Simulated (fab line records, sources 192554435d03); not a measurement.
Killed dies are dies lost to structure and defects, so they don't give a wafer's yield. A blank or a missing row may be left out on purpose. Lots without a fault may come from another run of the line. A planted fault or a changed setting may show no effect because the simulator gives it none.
Problem report in the 8D (eight disciplines) form, filled by code | flow n5_finfet | the parts of the form that need people (team, actions taken, sign-off) are left out

1. THE PROBLEM
EOT_P at N5_BEOL_M4_RC_MEAS_101 reads a mean of 11.06 on 4 wafers of 3 lots; wafers without a fault read 10.44 with a standard deviation of 0.096. That is +6.5 standard deviations from the usual mean.
First seen on wafer L422.4, day 10 19:55, on prober-01. The record holds 30 wafers of 10 lots with a number at this step. Rule for "out", or "out of limits": more than 4 standard deviations from the usual mean. The other wafers with a number count as sound.

2. WHAT IT IS AND WHAT IT IS NOT
question                    | is                             | is not
which readings at this step | EOT_P, EOT_N                   | DIBL_N, DIBL_P, IOFF_N, IOFF_P, ION_N, ION_P, SS_N, SS_P, VT_N, VT_P
which lots                  | L422, L423, L424               | L416, L418, L419, L433, L435, L437, L438
which wafers of those lots  | L422.4, L422.5, L423.4, L424.5 | L422.1, L423.1, L423.3, L424.2, L424.6
read on which gauges        | prober-01, prober-02           | -
when                        | from day 10 19:55              | up to then (10 sound wafers); but 16 sound wafers of L423, L424, L433, L435, L437, L438 came after

3. SUSPECTS, AND WHAT RULES EACH OUT
Counting: a tool at a process step up to the reading stays a suspect if it ran every lot that is out. Sound lots after the first of them don't rule it out here, since some wafers of a struck lot are sound.
- the gauge at N5_BEOL_M4_RC_MEAS_101: ruled out. The wafers that are out were read on 2 gauges (prober-01, prober-02).
- ald_sin-04 at N5_DUMMY_GATE_ALD_02 (deposits SiO2, target thk 2 nm, pulse time 1 s): kept. It ran every lot that is out, first L422 (day 4 06:43); its last sound lot up to then is L419 (day 3 14:22).
Left after counting: ald_sin-04 at N5_DUMMY_GATE_ALD_02.

4. THE CAUSE (what the simulator had put in)
Process parameter drift: ald_sin-04, from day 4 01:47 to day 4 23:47, at N5_DUMMY_GATE_ALD_02. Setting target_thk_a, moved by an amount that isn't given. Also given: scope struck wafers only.
Counting left only this tool.

5. THE CHAIN OF EFFECTS, in route order
Each row: a reading whose mean over the struck wafers that have a number lies more than 3 standard deviations from the usual. Only readings for which the record gives a usual standard deviation are gone through. hours: the time from each lot's start at the first step in this table that gives one to its start at this step, as a median over the lots. sigmas: the change in usual standard deviations.
hours | step                   | reading | usual        | on struck wafers | change  | sigmas
0     | N5_BEOL_M4_RC_MEAS_101 | EOT_N   | 10.49        | 11.09            | +0.60   | +6.0
0     | N5_BEOL_M4_RC_MEAS_101 | EOT_P   | 10.44        | 11.06            | +0.62   | +6.5
0     | N5_BEOL_M4_RC_MEAS_101 | IGATE_N | 0.0136 nA/um | 0.0068           | -0.0068 | -3.2
0     | N5_BEOL_M4_RC_MEAS_101 | IGATE_P | 0.0040 nA/um | 0.0020           | -0.0020 | -3.3

6. WHAT WOULD HAVE CAUGHT IT SOONER
In this record the first reading out of limits at a measuring or inspecting step was taken at day 10 19:55, 162 hours after the fault began at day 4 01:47.
Of the tool readings at N5_DUMMY_GATE_ALD_02 for which the record gives a usual standard deviation, none was out on any struck wafer, so an alarm limit of 4 standard deviations on them would not have fired.
All the lots that are out (3) had begun N5_DUMMY_GATE_ALD_02 on ald_sin-04 by day 10 19:55. A hold on the tool at that time would have spared none of them.
